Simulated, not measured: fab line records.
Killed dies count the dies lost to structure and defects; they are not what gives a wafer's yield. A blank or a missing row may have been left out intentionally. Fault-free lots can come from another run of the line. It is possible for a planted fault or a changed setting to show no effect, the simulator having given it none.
A single fault, viewed from 3 desks -- flow n5_finfet -- each desk has only its own numbers; what lay behind them comes last

THE DEFECT DESK
Lot by lot, what the route's inspections counted, given as the mean of those sampled wafers with a number. The brackets show how far a lot's mean lies from the usual mean; more than 4 standard deviations puts the lot out of limits, marked OUT.
Columns: A = raw_defect_count at N5_BEOL_M10_INSPECT_13, usual 437
lot,first seen here,A
L909,day 10 19:47,366
L916,day 12 12:09,405
L919,day 14 08:44,582
L922,day 14 19:53,408
L924,day 15 11:04,390
L930,day 16 21:04,555
Finding of this desk: none of the 6 lots has anything out of limits.

FROM THE METROLOGY DESK
What the gauges read, lot by lot, whatever tool the lot ran on: means of the sampled wafers that have a number. The brackets show how far a lot's mean lies from the usual mean; more than 4 standard deviations puts the lot out of limits, marked OUT.
Columns: A = cd_nm at N5_BEOL_M10_CD_MEAS_11, usual 64.1 nm; B = M10_OVL at N5_BEOL_M10_OVL_MEAS_12, usual -0.1 nm
lot,first seen here,A,B
L909,day 10 19:44,64.1,-1.1
L916,day 12 12:05,64.4,0.1
L919,day 14 08:41,64.6,0.7
L922,day 14 19:50,63.8,0.3
L924,day 15 11:01,64.2,-0.9
L930,day 16 21:01,63.7,1.0
Finding of this desk: none of the 6 lots has anything out of limits.

AT THE TOOL OWNER'S DESK: rie_diel-01
The tool's own readings at N5_BEOL_M10_DESCUM_16 (chemistry O2, time 7.9 s): means of the sampled wafers that have a number, for each lot that ran on this tool. The brackets show how far a lot's mean lies from the usual mean; more than 4 standard deviations puts the lot out of limits, marked OUT.
Columns: A = drypump_motor_current_A at N5_BEOL_M10_DESCUM_16, usual 5.8 A; B = oes_product_au at N5_BEOL_M10_DESCUM_16, usual 0.78 a.u.; C = rf_vpp_V at N5_BEOL_M10_DESCUM_16, usual 243.1 V; D = showerhead_plenum_p_Torr at N5_BEOL_M10_DESCUM_16, usual 2.09 Torr; E = throttle_valve_pct at N5_BEOL_M10_DESCUM_16, usual 20.52 %
lot,first seen here,A,B,C,D,E
L916,day 12 12:11,5.8,0.78,243.0,2.10,20.27
L922,day 14 19:56,5.5,0.79,242.3,2.06,20.46
L924,day 15 11:13,5.7,0.79,243.1,2.05,20.31
Finding of this desk: none of the 3 lots has anything out of limits.

ALL TOGETHER
Nothing the defect desk looked at was out of limits.
At the metrology desk, nothing out of limits was observed.
Nothing out of limits was seen by the tool owner's desk.

WHAT WAS PUT IN BY THE SIMULATOR
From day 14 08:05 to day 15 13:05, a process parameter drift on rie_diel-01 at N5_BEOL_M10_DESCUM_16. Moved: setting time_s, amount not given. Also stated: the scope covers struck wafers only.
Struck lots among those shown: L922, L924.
